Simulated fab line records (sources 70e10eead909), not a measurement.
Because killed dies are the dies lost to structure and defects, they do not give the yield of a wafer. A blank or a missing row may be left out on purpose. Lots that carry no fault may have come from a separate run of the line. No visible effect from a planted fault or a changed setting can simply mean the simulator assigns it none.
Struck lot and sound lot, side by side -- flow nand harc -- 15 steps out of a route of 1159
Sound: wafers L561.1, L561.2, L561.3. Struck: wafer L569.2 (L569.3, L569.6, from the same lot, were not struck and are left out); the cause is given at the end.
For every step that has rows: the tool of each side, followed by ch and its chambers, followed by its first start. Under that, the readings that differ: sound wafers -- struck wafers -- difference of the means -- sigmas: that difference in standard deviations of wafers without a fault.
alike: same words and numbers on both sides, and readings whose means sit less than 2 such deviations apart. not compared: any withheld reading, any reading some wafer has no value for, any bound like >300 that may hide the same value, and any number with overlapping values for which the record gives no deviation.
The two part at a step that has a row with sigmas, a row that says differs or no value, or rows on one side only. Non-overlapping numbers with no deviation appear without sigmas and do not part them. A reading missing from all wafers of one side parts the sides only when that side holds two or more wafers.

first, 6 steps without rows for these wafers: NHARC_A_CONTACT_COAT_02 (resist thk 90 nm); NHARC_A_CONTACT_SOFTBAKE_03 (time 55 s); NHARC_A_CONTACT_EBR_04; NHARC_A_CONTACT_EXPOSE_05 (exposes mask A CC); NHARC_A_CONTACT_PEB_06 (peb time 65 s); NHARC_A_CONTACT_DEVELOP_07 (develop time 35 s).
NHARC_A_CONTACT_CD_MEAS_08: target cd 100 nm.
  sound on cd sem-01 ch 0, day 17 06:47; struck on cd sem-02 ch 0, day 19 08:44
  alike: cd nm
NHARC_A_CONTACT_OVL_MEAS_09:
  sound: overlay-01 at day 17 06:53; struck: overlay-01 at day 19 08:49
  alike: overlay x nm, overlay y nm
NHARC_A_CONTACT_INSPECT_10:
  sound: defect inspect-02 at day 17 06:55; struck: defect inspect-02 at day 19 08:51
  alike: raw defect count
NHARC_A_CONTACT_DESCUM_13: chemistry O2, time 3 s.
  sound on rie diel-03 ch 0,2,3, day 17 06:58; struck on rie diel-03 ch 3, day 19 08:55
reading,sound,struck,difference,sigmas
rf hours counter h (h),29 30 30,7,-23,
rf vpp V (V),55.8 57.2 57.0,58.7,+2.0,+2
  alike: drypump motor current A, oes product au, showerhead plenum p Torr, throttle valve pct
NHARC_A_CONTACT_ETCH_88: etches the open film in CF4, target depth 39 nm, time 65 s.
  sound on rie diel-03 ch 1,2,3, day 17 07:04; struck on rie diel-03 ch 1, day 19 09:01
reading,sound,struck,difference,sigmas
rf hours counter h (h),30 30 27,5,-24,
  alike: drypump motor current A, oes product au, rf vpp V, run length s, showerhead plenum p Torr, throttle valve pct
NHARC_A_CONTACT_ETCH_89: etches the open film in N2/H2, target depth 260 nm, time 475.3 s.
  sound: rie diel-03 ch 1,2,3; struck: rie diel-03 ch 2
reading,sound,struck,difference,sigmas
rf hours counter h (h),30 27 31,7,-22,
  alike: drypump motor current A, h2 flow sccm, oes product au, rf vpp V, run length s, showerhead plenum p Torr, throttle valve pct
NHARC_A_CONTACT_ETCH_30: etches the open film in CF4/CHF3, target depth 60.5 nm, time 30.2 s.
  sound on rie diel-03 ch 0,1,3, day 17 07:30; struck on rie diel-03 ch 0, day 19 09:26
reading,sound,struck,difference,sigmas
rf hours counter h (h),27 29 31,7,-22,
run length s (s),50.7 52.0 52.5,47.4,-4.3,-7
  alike: drypump motor current A, oes product au, rf vpp V, showerhead plenum p Torr, throttle valve pct
NHARC_A_CONTACT_ETCH_31: etches the open film in O2/COS, target depth 2000 nm, time 520 s.
  sound: rie diel-03 ch 1,2,3; struck: rie diel-03 ch 1
reading,sound,struck,difference,sigmas
rf hours counter h (h),31 30 27,6,-23,
  alike: drypump motor current A, oes product au, rf vpp V, run length s, showerhead plenum p Torr, throttle valve pct
after that, 1 step had no rows for these wafers: NHARC_END_SORT_01.

WHERE THEY PART
Earliest at NHARC_A_CONTACT_DESCUM_13; latest, in this record, at NHARC_A_CONTACT_ETCH_30. Later steps at which nothing parts them and some readings are alike: NHARC_A_CONTACT_ETCH_31.

WHY: the cause the simulator had injected
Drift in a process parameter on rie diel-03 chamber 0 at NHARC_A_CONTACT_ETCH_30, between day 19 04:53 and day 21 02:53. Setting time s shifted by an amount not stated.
